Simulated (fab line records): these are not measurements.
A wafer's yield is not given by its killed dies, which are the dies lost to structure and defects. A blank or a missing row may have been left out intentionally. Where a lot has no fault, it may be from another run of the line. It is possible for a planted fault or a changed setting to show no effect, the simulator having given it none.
Matching of chambers | flow n5 finfet | 3 sister chambers for N5_BEOL_M4_CO_CAP_55 on cvd co-02
The step material Co, precursor CCTBA/H2, target thk 2 nm, time 102.1 s. 3 wafers are shown with their chamber, then 11 later ones without.

## EACH WAFER AND ITS CHAMBER
wafer  | chamber | heater power w (W)
L087.5 | 1       | 252
L087.6 | 2       | 201
L091.3 | 0       | 238

## WAFERS WITH NO CHAMBER GIVEN
wafer  | heater power w (W)
L091.4 | 205
L091.5 | 250
L095.2 | 202
L095.5 | 253
L095.6 | 201
L096.1 | 253
L096.2 | 244
L096.3 | 201
L097.2 | 203
L097.4 | 201
L097.6 | 256

## CHAMBER TAKEN BY EACH
wafer  | from the rows above     | in truth
L091.4 | 2                       | 2
L091.5 | 1                       | 1
L095.2 | 2                       | 2
L095.5 | 1                       | 1
L095.6 | 2                       | 2
L096.1 | 1                       | 1
L096.2 | can't be placed: 0 or 1 | 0
L096.3 | 2                       | 2
L097.2 | 2                       | 2
L097.4 | 2                       | 2
L097.6 | 1                       | 1
Correctly placed: 10 of 11. Unplaceable from these rows: 1, with the true chamber sitting among the candidates in 1. Wrongly placed: 0.
How it was worked out, from the rows above alone: a wafer's distance from a chamber is the root of the sum, over the readings, of the square of ((its reading less the chamber's mean) divided by the reading's scatter). The wafer belongs to the nearest chamber; if the next one is less than 2 further off, it can't be placed. Each chamber's mean is taken over the wafers shown for it. The scatter (one wafer shown for each chamber): square how far every hidden wafer sits from the nearest shown wafer, average those squares and take the square root.
